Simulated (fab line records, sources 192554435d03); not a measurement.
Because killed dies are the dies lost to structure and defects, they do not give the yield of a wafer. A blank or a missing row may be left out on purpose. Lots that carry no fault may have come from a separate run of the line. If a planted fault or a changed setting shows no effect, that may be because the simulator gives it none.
2 desks looking at one fault -- flow n5-finfet -- what lay behind the numbers comes last; until then each desk has only its own

== FROM THE METROLOGY DESK ==
Means of the sampled wafers that have a number, per lot and without regard to the tool the lot ran on: this is what the gauges read. Any lot whose mean is over 4 standard deviations away from the usual mean is out of limits and marked OUT; that distance is given in the brackets. It has 10 readings; the 7 that lie furthest out on some lot are the ones shown.
Columns: A = IOFF_P at N5_BEOL_M4_RC_MEAS_101, usual 0.21 nA/um; B = ION_N at N5_BEOL_M4_RC_MEAS_101, usual 673 uA/um; C = ION_P at N5_BEOL_M4_RC_MEAS_101, usual 461 uA/um; D = SS_N at N5_BEOL_M4_RC_MEAS_101, usual 71.5 mV/dec; E = SS_P at N5_BEOL_M4_RC_MEAS_101, usual 73.3 mV/dec; F = VT_N at N5_BEOL_M4_RC_MEAS_101, usual 250 mV; G = VT_P at N5_BEOL_M4_RC_MEAS_101, usual -251 mV
lot,first seen here,A,B,C,D,E,F,G
L164,day 8 01:49,0.21,673,456,71.6,72.7,249,-250
L166,day 8 09:55,0.19,656,452,71.0,73.5,252,-251
L170,day 9 16:16,0.20,667,460,71.1,72.8,249,-252
L173,day 9 21:37,0.26,685,475,71.9,73.8,250,-244
L175,day 10 21:47,0.20,672,454,71.8,73.4,248,-252
L180,day 11 15:26,0.17,672,456,70.8,73.0,251,-255
L179,day 12 02:27,0.23,691,465,71.8,74.2,246,-252
L181,day 12 04:41,0.16,677,454,71.3,73.0,249,-259
L187,day 13 08:58,0.20,675,458,71.6,73.7,250,-253
This desk's finding: nothing out of limits on any of the 9 lots.

== FOR THE TOOL OWNER'S DESK: ald-sin-03 ==
The tool's own readings at N5_BEOL_M4_ALD_98 (deposits SiO2, target thk 2.5 nm, pulse time 1 s, co reactant pulse time 1 s): means of the sampled wafers that have a number, for each lot that ran on this tool. Any lot whose mean is over 4 standard deviations away from the usual mean is out of limits and marked OUT; that distance is given in the brackets.
Columns: A = heater-power-w at N5_BEOL_M4_ALD_98, usual 78 W; B = precursor-pulse-height-rel at N5_BEOL_M4_ALD_98, usual 1.000
lot,first seen here,A,B
L164,day 7 11:51,80,0.990
L173,day 9 15:07,80,1.007
L180,day 11 07:29,79,0.996
L179,day 11 21:22,82,0.998
L181,day 11 21:56,96,1.000
This desk's finding: nothing out of limits on any of the 5 lots.

== ALL TOGETHER ==
Nothing out of limits was seen by the metrology desk.
The tool owner's desk saw nothing out of limits.

== WHAT WAS PUT IN BY THE SIMULATOR ==
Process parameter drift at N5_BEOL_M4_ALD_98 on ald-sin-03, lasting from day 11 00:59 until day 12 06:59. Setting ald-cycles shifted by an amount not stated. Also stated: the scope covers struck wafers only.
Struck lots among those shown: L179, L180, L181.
